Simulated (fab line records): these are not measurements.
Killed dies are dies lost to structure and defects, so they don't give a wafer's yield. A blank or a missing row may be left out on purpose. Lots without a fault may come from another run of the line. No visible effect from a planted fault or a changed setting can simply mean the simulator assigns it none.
fab line records + flow n5Finfet + part 2 of 2: steps 5 to 6 of 6
[record]
- lots = 21
- wafers = 63
- lastDay = 17
route steps=1938 shown WELL_APT@46 PMOS_HMC_CHANNEL_EPI@57 FIN_SAQP@143 FIN_CUT@178 STI_FIN_REVEAL@190
lots that met no fault: from a run of the same line without faults
startH: hours from the record's first day to the start of the lot's first wafer shown + waitH: how many hours have passed since the lot's step before this one + " as in the row above + L1.1+2: a row that stands for several wafers + - no value present, or no start provided + * or withheld: withheld + < > ~ a bound
route shown NAME@n: names a module that has steps shown in the file, with the first one's number in the route + usual: mean/standard deviation taken from wafers without a fault + same: alike in all rows + chamber/n: place in a boat + sites: readings site by site + _std_site: standard deviation across them + _edge_site: outer sites' mean less inner sites' + radiusMm: how far each site lies from the wafer's centre + mask NAME#n: copy n + behind: the last tool/chamber to shape the wafer + hold: what put the lot on hold/how long, in hours/how the hold closed + device: transistor that didn't switch, given as n, p or np + end of line: at the end of the route, the tests of the same wafers + a step given without rows: its recipe and nothing more + killed: not the wafer's yield, but the dies lost to structure and defects at the first sort + map: a wafer's dies, marking killed ones x, the rest . and places with no die _
set.NAME: the run value of the setting; set.NAME@STEP: its run value at that earlier step + model.NAME: the simulator's own value behind a step, which no gauge read
the route's steps for a sample of lots (tables are steps, rows are wafers)
services: when a tool's chamber went out of use (startH, in hours from the record's first day, below 0 if earlier), for how many hours, and the reason
[[steps]]
[step N5_FIN_CUT_STRIP_22]
[recipe]
- chemistry = N2/H2
- powerW = 500
- tempC = 40
- pressureMtorr = 50
- rfFrequencyHz = 6e+07
- overashFraction = 0.3
- biasPowerW = 8
- h2Frac = 0.5
- n2FlowSccm = 300
- h2FlowSccm = 300
[usual]
- drypumpMotorCurrentA = 5.8/0.39
- oesProductAu = 0.80/0.087
- rfVppV = 54.3/2.3
- showerheadPlenumPTorr = 3.37/0.13
- throttleValvePct = 18.83/0.28
| lot.wafer | tool       | chamber | startH | waitH | drypumpMotorCurrentA | oesProductAu | rfHoursCounterH | rfVppV | showerheadPlenumPTorr | throttleValvePct |
|-----------|------------|---------|--------|-------|----------------------|--------------|-----------------|--------|-----------------------|------------------|
| L074.2    | rieDiel-05 | 3       | 28.19  | 0.2   | 6.3                  | 0.76         | 176             | 56.2   | 3.48                  | 19.09            |
| L074.3    | "          | 2       | "      | "     | 5.3                  | 0.83         | 61              | 54.6   | 3.43                  | 19.01            |
| L074.5    | "          | 0       | "      | "     | 5.9                  | 0.69         | -               | 52.9   | 3.46                  | 19.40            |
| L075.2    | rieDiel-04 | 3       | 33.33  | 0.0   | 5.7                  | 0.69         | 203             | 51.1   | 3.18                  | 18.74            |
| L075.3    | "          | 0       | "      | "     | 5.1                  | 0.79         | 114             | 52.2   | 3.35                  | 18.50            |
| L075.4    | "          | 2       | "      | "     | 5.6                  | 0.69         | 224             | 52.3   | 3.18                  | 18.55            |
| L076.1    | rieDiel-01 | 1       | 39.40  | 0.0   | 6.4                  | 0.94         | 9               | 50.6   | 3.31                  | 18.82            |
| L076.2    | "          | 3       | "      | "     | 6.0                  | 0.82         | 111             | 54.3   | 3.37                  | 18.35            |
| L076.5    | "          | 1       | "      | "     | 6.4                  | 0.94         | -               | 53.9   | 3.31                  | 18.85            |
| L077.1    | rieDiel-05 | 2       | 45.64  | 0.0   | 5.3                  | 0.85         | 65              | 55.3   | 3.43                  | 19.01            |
| L077.2    | "          | 1       | "      | "     | 6.1                  | 0.85         | 67              | 52.0   | 3.26                  | 18.77            |
| L077.3    | "          | 0       | "      | "     | 5.9                  | 0.70         | 226             | 55.0   | 3.46                  | 19.41            |
| L078.2    | rieDiel-01 | 1       | 51.43  | 0.1   | 6.3                  | 0.94         | 12              | 58.2   | 3.30                  | 18.85            |
| L078.3    | "          | 0       | "      | "     | 6.1                  | 0.74         | 183             | 54.0   | 3.47                  | 18.88            |
| L078.6    | "          | 3       | "      | "     | 6.0                  | 0.82         | -               | 50.6   | 3.37                  | 18.36            |
| L079.1    | rieDiel-05 | 3       | 59.26  | 0.1   | 6.3                  | 0.74         | 183             | 54.7   | 3.48                  | 19.09            |
| L079.4    | "          | 0       | "      | "     | 6.0                  | 0.69         | 230             | 52.1   | 3.45                  | 19.42            |
| L079.5    | "          | 3       | "      | "     | 6.3                  | 0.75         | -               | 55.6   | 3.48                  | 19.09            |
| L080.2    | rieDiel-01 | 3       | 63.61  | 0.1   | 6.0                  | 0.83         | 118             | 53.8   | 3.37                  | 18.32            |
| L080.3    | "          | 0       | "      | "     | 6.2                  | 0.75         | 186             | 54.9   | 3.47                  | 18.90            |
| L080.6    | "          | 0       | "      | "     | 6.1                  | 0.73         | -               | 53.0   | 3.47                  | 18.89            |
| L082.2    | rieDiel-04 | 1       | 75.75  | 0.1   | 5.9                  | 0.91         | 15              | 50.1   | 3.57                  | 18.83            |
| L082.3    | "          | 2       | "      | "     | 5.6                  | 0.68         | 237             | 54.1   | 3.17                  | 18.52            |
| L082.5    | "          | 1       | "      | "     | 5.9                  | 0.92         | -               | 57.0   | 3.57                  | 18.83            |
| L083.1    | rieDiel-01 | 2       | 81.15  | 0.0   | 5.1                  | 0.85         | 64              | 47.8   | 3.27                  | 18.97            |
| L083.2    | "          | 3       | "      | "     | 6.0                  | 0.82         | 123             | 55.1   | 3.37                  | 18.34            |
| L083.6    | "          | 3       | "      | "     | 6.0                  | 0.81         | -               | 54.8   | 3.37                  | 18.34            |
| L084.2    | rieDiel-05 | 2       | 89.38  | 0.0   | 5.3                  | 0.81         | 79              | 56.5   | 3.42                  | 19.04            |
| L084.3    | "          | 0       | "      | "     | 5.9                  | 0.69         | 241             | 51.8   | 3.45                  | 19.45            |
| L084.6    | "          | 0       | "      | "     | 5.9                  | 0.70         | -               | 53.7   | 3.45                  | 19.41            |
| L085.1    | rieDiel-01 | 0       | 93.48  | 0.0   | 6.0                  | 0.73         | 195             | 50.2   | 3.47                  | 18.92            |
| L085.2    | "          | 1       | "      | "     | 6.4                  | 0.88         | 25              | 52.1   | 3.30                  | 18.85            |
| L085.3    | "          | 2       | "      | "     | 5.2                  | 0.84         | 68              | 55.5   | 3.26                  | 18.96            |
| L086.3    | rieDiel-05 | 2       | 102.12 | 0.1   | 5.3                  | 0.81         | 82              | 52.7   | 3.42                  | 19.05            |
| L086.5    | "          | 0       | "      | "     | 5.9                  | 0.70         | -               | 57.3   | 3.45                  | 19.40            |
| L086.6    | "          | 1       | "      | "     | 6.2                  | 0.81         | -               | 54.5   | 3.25                  | 18.74            |
| L087.3    | rieDiel-04 | 3       | 109.76 | 0.0   | 5.7                  | 0.68         | 226             | 55.9   | 3.16                  | 18.83            |
| L087.4    | "          | 2       | "      | "     | 5.6                  | 0.69         | 247             | 53.7   | 3.17                  | 18.61            |
| L087.5    | "          | 0       | "      | "     | 5.1                  | 0.76         | -               | 58.1   | 3.34                  | 18.50            |
| L088.1    | rieDiel-04 | 1       | 111.15 | 0.0   | 5.9                  | 0.89         | 25              | 51.5   | 3.57                  | 18.83            |
| L088.4    | "          | 3       | "      | "     | 5.8                  | 0.70         | 226             | 50.7   | 3.16                  | 18.84            |
| L088.5    | "          | 0       | "      | "     | 5.2                  | 0.78         | -               | 55.3   | 3.34                  | 18.49            |
| L089.1    | rieDiel-05 | 0       | 118.86 | 0.0   | 5.9                  | 0.69         | 248             | 54.1   | 3.44                  | 19.46            |
| L089.2    | "          | 2       | "      | "     | 5.3                  | 0.82         | 88              | 51.1   | 3.42                  | 19.02            |
| L089.6    | "          | 2       | "      | "     | 5.3                  | 0.81         | -               | 53.7   | 3.42                  | 19.09            |
| L090.3    | rieDiel-05 | 3       | 124.56 | 0.0   | 6.2                  | 0.72         | 204             | 57.5   | 3.46                  | 19.07            |
| L090.4    | "          | 3       | "      | "     | 6.2                  | 0.72         | -               | 56.5   | 3.46                  | 19.11            |
| L090.5    | "          | 1       | "      | "     | 6.2                  | 0.82         | -               | 51.6   | 3.25                  | 18.75            |
| L091.2    | rieDiel-04 | 1       | 129.31 | 0.0   | 5.8                  | 0.90         | 31              | 55.0   | 3.56                  | 18.80            |
| L091.3    | "          | 0       | "      | "     | 5.2                  | 0.79         | 140             | 57.3   | 3.34                  | 18.53            |
| L091.6    | "          | 0       | "      | "     | 5.1                  | 0.79         | -               | 53.3   | 3.34                  | 18.54            |
| L092.1    | rieDiel-04 | 1       | 134.96 | 0.0   | 5.9                  | 0.88         | 34              | 57.9   | 3.56                  | 18.85            |
| L092.2    | "          | 0       | "      | "     | 5.1                  | 0.80         | 142             | 55.0   | 3.34                  | 18.53            |
| L092.5    | "          | 0       | "      | "     | 5.1                  | 0.77         | -               | 52.8   | 3.34                  | 18.49            |
| L093.1    | rieDiel-01 | 3       | 142.70 | 0.0   | 6.0                  | 0.77         | 138             | 54.0   | 3.36                  | 18.39            |
| L093.2    | "          | 1       | "      | "     | 6.4                  | 0.84         | 43              | 52.2   | 3.29                  | 18.86            |
| L093.5    | "          | 3       | "      | "     | 6.0                  | 0.79         | -               | 55.1   | 3.36                  | 18.36            |
| L094.1    | rieDiel-04 | 0       | 147.08 | 0.1   | 5.1                  | 0.75         | 147             | 51.3   | 3.33                  | 18.57            |
| L094.2    | "          | 2       | "      | "     | 5.6                  | 0.97         | 1               | 54.1   | 3.57                  | 18.18            |
| L094.4    | "          | 3       | "      | "     | 5.7                  | 0.68         | 240             | 52.1   | 3.16                  | 18.79            |
| L095.1    | rieDiel-05 | 0       | 153.35 | 0.0   | 5.9                  | 0.99         | 0               | 56.1   | 3.44                  | 19.06            |
| L095.3    | "          | 1       | "      | "     | 6.1                  | 0.79         | 99              | 52.9   | 3.25                  | 18.82            |
| L095.6    | "          | 3       | "      | "     | 6.2                  | 0.72         | -               | 55.1   | 3.46                  | 19.14            |
[step N5_STI_FIN_REVEAL_ETCHBACK_08]
[recipe]
- chemistry = C4F6/O2
- target = SiO2
- targetDepthA = 305
- timeS = 10.167
- ionEnergyEv = 250
- pressureMtorr = 30
- sourceW = 345
- biasW = 185
- Ar_flow_sccm = 300
- C4F6_flow_sccm = 10
- O2_flow_sccm = 10
[usual]
- drypumpMotorCurrentA = 5.7/0.33
- oesProductAu = 0.76/0.056
- rfVppV = 662/13
- showerheadPlenumPTorr = 2.84/0.098
- throttleValvePct = 21.15/0.23
| lot.wafer | tool       | chamber | startH | waitH | drypumpMotorCurrentA | oesProductAu | rfHoursCounterH | rfVppV | showerheadPlenumPTorr | throttleValvePct |
|-----------|------------|---------|--------|-------|----------------------|--------------|-----------------|--------|-----------------------|------------------|
| L074.2    | rieDiel-06 | 3       | 34.37  | 0.2   | 5.2                  | 0.77         | 124             | 656    | 2.73                  | 20.79            |
| L074.3    | "          | 2       | "      | "     | 6.3                  | 0.73         | 203             | 653    | 2.72                  | 21.42            |
| L074.5    | "          | 3       | "      | "     | 5.2                  | 0.77         | -               | 656    | 2.73                  | 20.80            |
| L075.2    | rieDiel-03 | 0       | 39.17  | 0.2   | 5.6                  | 0.82         | 101             | 659    | 2.75                  | 21.13            |
| L075.3    | "          | 1       | "      | "     | 5.3                  | 0.75         | 142             | 641    | 2.95                  | 21.06            |
| L075.4    | "          | 2       | "      | "     | 6.1                  | 0.74         | 173             | 653    | 2.84                  | 20.96            |
| L076.1    | rieDiel-06 | 3       | 46.49  | 0.2   | 5.2                  | 0.78         | 126             | 654    | 2.73                  | 20.79            |
| L076.2    | "          | 1       | "      | "     | 5.4                  | 0.77         | 153             | 691    | 2.86                  | 21.46            |
| L076.5    | "          | 1       | "      | "     | 5.4                  | 0.78         | -               | 692    | 2.85                  | 21.47            |
| L077.1    | rieDiel-06 | 1       | 51.70  | 0.2   | 5.4                  | 0.77         | 155             | 694    | 2.85                  | 21.45            |
| L077.2    | "          | 3       | "      | "     | 5.2                  | 0.77         | 128             | 656    | 2.73                  | 20.79            |
| L077.3    | "          | 0       | "      | "     | 5.8                  | 0.77         | 128             | 661    | 2.97                  | 21.23            |
| L078.2    | rieDiel-03 | 2       | 57.76  | 0.2   | 6.1                  | 0.73         | 182             | 652    | 2.84                  | 20.97            |
| L078.3    | "          | 3       | "      | "     | 5.9                  | 0.94         | 10              | 673    | 3.00                  | 20.87            |
| L078.6    | "          | 3       | "      | "     | 5.9                  | 0.93         | -               | 672    | 3.00                  | 20.87            |
| L079.1    | rieDiel-06 | 3       | 65.10  | 0.2   | 5.2                  | 0.76         | 135             | 656    | 2.73                  | 20.82            |
| L079.4    | "          | 2       | "      | "     | 6.3                  | 0.72         | 213             | 652    | 2.72                  | 21.46            |
| L079.5    | "          | 1       | "      | "     | 5.4                  | 0.77         | -               | 693    | 2.85                  | 21.46            |
| L080.2    | rieDiel-06 | 3       | 70.17  | 0.2   | 5.3                  | 0.76         | 137             | 655    | 2.73                  | 20.80            |
| L080.3    | "          | 0       | "      | "     | 5.8                  | 0.77         | 136             | 659    | 2.97                  | 21.21            |
| L080.6    | "          | 3       | "      | "     | 5.3                  | 0.75         | -               | 654    | 2.73                  | 20.79            |
| L082.2    | rieDiel-02 | 3       | 81.57  | 0.2   | 5.6                  | 0.76         | 173             | 660    | 2.83                  | 21.59            |
| L082.3    | "          | 0       | "      | "     | 5.6                  | 0.71         | 183             | 666    | 2.83                  | 21.00            |
| L082.5    | "          | 1       | "      | "     | 5.9                  | 0.75         | -               | 676    | 2.93                  | 21.28            |
| L083.1    | rieDiel-03 | 3       | 87.51  | 0.3   | 5.9                  | 0.90         | 21              | 672    | 3.00                  | 20.88            |
| L083.2    | "          | 2       | "      | "     | 6.1                  | 0.72         | 192             | 652    | 2.83                  | 20.99            |
| L083.6    | "          | 0       | "      | "     | 5.5                  | 0.79         | -               | 659    | 2.75                  | 21.15            |
| L084.2    | rieDiel-06 | 3       | 95.29  | 0.2   | 5.2                  | 0.76         | 145             | 655    | 2.72                  | 20.82            |
| L084.3    | "          | 1       | "      | "     | 5.4                  | 0.75         | 173             | 691    | 2.85                  | 21.46            |
| L084.6    | "          | 1       | "      | "     | 5.4                  | 0.76         | -               | 692    | 2.85                  | 21.49            |
| L085.1    | rieDiel-03 | 1       | 99.85  | 0.2   | 5.3                  | 0.73         | 162             | 643    | 2.94                  | 21.07            |
| L085.2    | "          | 3       | "      | "     | 5.9                  | 0.89         | 25              | 672    | 3.00                  | 20.90            |
| L085.3    | "          | 0       | "      | "     | 5.5                  | 0.80         | 121             | 658    | 2.74                  | 21.14            |
| L086.3    | rieDiel-06 | 3       | 108.17 | 0.1   | 5.2                  | 0.75         | 150             | 654    | 2.72                  | 20.82            |
| L086.5    | "          | 3       | "      | "     | 5.2                  | 0.75         | -               | 656    | 2.72                  | 20.82            |
| L086.6    | "          | 2       | "      | "     | 6.3                  | 0.71         | -               | 653    | 2.71                  | 21.49            |
| L087.3    | rieDiel-06 | 3       | 116.82 | 0.2   | 5.2                  | 0.75         | 153             | 655    | 2.72                  | 20.84            |
| L087.4    | "          | 2       | "      | "     | 6.3                  | 0.71         | 231             | 651    | 2.71                  | 21.48            |
| L087.5    | "          | 3       | "      | "     | 5.2                  | 0.75         | -               | 653    | 2.72                  | 20.82            |
| L088.1    | rieDiel-02 | 2       | 117.44 | 0.2   | 5.3                  | 0.73         | 200             | 667    | 2.82                  | 21.06            |
| L088.4    | "          | 3       | "      | "     | 5.6                  | 0.75         | 185             | 660    | 2.83                  | 21.61            |
| L088.5    | "          | 1       | "      | "     | 5.9                  | 0.73         | -               | 675    | 2.93                  | 21.29            |
| L089.1    | rieDiel-03 | 2       | 125.17 | 0.4   | 6.1                  | 0.71         | 204             | 652    | 2.83                  | 21.00            |
| L089.2    | "          | 1       | "      | "     | 5.3                  | 0.73         | 170             | 642    | 2.94                  | 21.08            |
| L089.6    | "          | 1       | "      | "     | 5.3                  | 0.73         | -               | 642    | 2.94                  | 21.07            |
| L090.3    | rieDiel-02 | 1       | 130.44 | 0.1   | 5.9                  | 0.73         | 196             | 676    | 2.92                  | 21.28            |
| L090.4    | "          | 3       | "      | "     | 5.5                  | 0.74         | 191             | 660    | 2.82                  | 21.58            |
| L090.5    | "          | 3       | "      | "     | 5.6                  | 0.74         | -               | 661    | 2.82                  | 21.62            |
| L091.2    | rieDiel-03 | 0       | 135.20 | 0.2   | 5.6                  | 0.78         | 133             | 660    | 2.74                  | 21.18            |
| L091.3    | "          | 3       | "      | "     | 5.9                  | 0.87         | 36              | 672    | 2.99                  | 20.92            |
| L091.6    | "          | 3       | "      | "     | 5.9                  | 0.88         | -               | 672    | 2.99                  | 20.90            |
| L092.1    | rieDiel-03 | 3       | 140.99 | 0.2   | 5.9                  | 0.87         | 39              | 671    | 2.99                  | 20.92            |
| L092.2    | "          | 0       | "      | "     | 5.6                  | 0.78         | 135             | 659    | 2.74                  | 21.17            |
| L092.5    | "          | 1       | "      | "     | 5.3                  | 0.72         | -               | 643    | 2.93                  | 21.10            |
| L093.1    | rieDiel-03 | 0       | 148.92 | 0.2   | 5.6                  | 0.78         | 137             | 659    | 2.74                  | 21.18            |
| L093.2    | "          | 2       | "      | "     | 6.1                  | 0.70         | 211             | 651    | 2.82                  | 21.01            |
| L093.5    | "          | 3       | "      | "     | 5.9                  | 0.87         | -               | 672    | 2.99                  | 20.93            |
| L094.1    | rieDiel-03 | 3       | 152.91 | 0.2   | 5.9                  | 0.86         | 43              | 672    | 2.99                  | 20.92            |
| L094.2    | "          | 0       | "      | "     | 5.5                  | 0.78         | 139             | 659    | 2.74                  | 21.17            |
| L094.4    | "          | 2       | "      | "     | 6.1                  | 0.71         | 213             | 651    | 2.82                  | 21.01            |
| L095.1    | rieDiel-06 | 2       | 159.18 | 0.2   | 6.3                  | 0.69         | 247             | 652    | 2.71                  | 21.50            |
| L095.3    | "          | 3       | "      | "     | 5.3                  | 0.75         | 158             | 655    | 2.72                  | 20.84            |
| L095.6    | "          | 3       | "      | "     | 5.3                  | 0.75         | -               | 654    | 2.72                  | 20.84            |
[[services]]
| tool       | chamber | startH | hours | kind   |
|------------|---------|--------|-------|--------|
| rieDiel-05 | 0       | -5.69  | 2.6   | repair |
| rieSi-06   | -       | -3.63  | 14.6  | pm     |
| rieSi-05   | 1       | -3.46  | 3.0   | repair |
| pecvd-03   | -       | 30.78  | 0.9   | repair |
| rieDiel-05 | 3       | 36.92  | 2.7   | repair |
| pecvd-03   | -       | 45.31  | 2.8   | pm     |
| rieSi-06   | 3       | 50.66  | 8.2   | repair |
| pecvd-03   | 0       | 50.80  | 3.3   | repair |
| rieDiel-04 | 1       | 56.27  | 4.2   | repair |
| rieDiel-02 | -       | 58.78  | 1.6   | repair |
| rieDiel-05 | -       | 60.59  | 0.6   | repair |
| pecvd-03   | -       | 63.45  | 1.4   | repair |
| rieDiel-02 | 2       | 69.19  | 10.5  | repair |
| rieDiel-04 | 0       | 80.56  | 7.8   | repair |
| rieDiel-01 | -       | 98.51  | 2.8   | pm     |
| rieSi-06   | 3       | 110.16 | 8.1   | repair |
| rieSi-06   | -       | 110.21 | 2.8   | pm     |
| rieDiel-01 | 3       | 111.79 | 13.2  | repair |
| rieDiel-06 | 3       | 119.33 | 22.6  | repair |
| rieDiel-01 | 0       | 123.46 | 131.8 | repair |
| rieDiel-05 | 1       | 126.84 | 5.4   | repair |
| rieDiel-02 | 1       | 146.47 | 3.9   | repair |
| rieDiel-01 | 3       | 154.67 | 14.1  | repair |
| rieSi-06   | 1       | 158.42 | 1.1   | repair |
